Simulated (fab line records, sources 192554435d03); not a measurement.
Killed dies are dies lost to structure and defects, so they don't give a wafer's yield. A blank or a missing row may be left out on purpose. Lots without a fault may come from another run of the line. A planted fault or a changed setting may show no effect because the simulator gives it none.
Chamber matching | flow n5_finfet | N5_BEOL_M1_ETCHBACK_99 on rie_diel-03: 4 sister chambers
The step etches SiO2 in CHF3, target depth 5 nm, time 10.4 s. 4 wafers are shown with their chamber, then 9 later ones without.

WAFERS WITH THEIR CHAMBER
wafer  | chamber | showerhead_plenum_p_Torr (Torr)
L086.2 | 2       | 2.03
L087.1 | 0       | 2.11
L087.4 | 3       | 2.28
L087.6 | 1       | 2.21

WAFERS WITHOUT THEIR CHAMBER
wafer  | showerhead_plenum_p_Torr (Torr)
L089.2 | 2.11
L089.3 | 2.21
L089.5 | 2.28
L090.2 | 2.21
L090.3 | 2.29
L090.6 | 2.21
L092.1 | 2.11
L092.2 | 2.29
L092.6 | 2.21

WHICH CHAMBER EACH WENT THROUGH
wafer  | from the rows above | in truth
L089.2 | 0                   | 0
L089.3 | 1                   | 1
L089.5 | 3                   | 3
L090.2 | 1                   | 1
L090.3 | 3                   | 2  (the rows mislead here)
L090.6 | 1                   | 1
L092.1 | 0                   | 0
L092.2 | 3                   | 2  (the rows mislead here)
L092.6 | 1                   | 1
Placed correctly: 7 of 9. Can't be placed from these rows: 0. Placed wrongly: 2.
How it was worked out, from the rows above alone: a wafer's distance from a chamber is the root of the sum, over the readings, of the square of ((its reading less the chamber's mean) divided by the reading's scatter). The wafer belongs to the nearest chamber; if the next one is less than 2 further off, it can't be placed. A chamber's mean is the mean of its shown wafers. The scatter: with one shown wafer a chamber, the root of the mean of the squares of how far each hidden wafer lies from its nearest shown one.
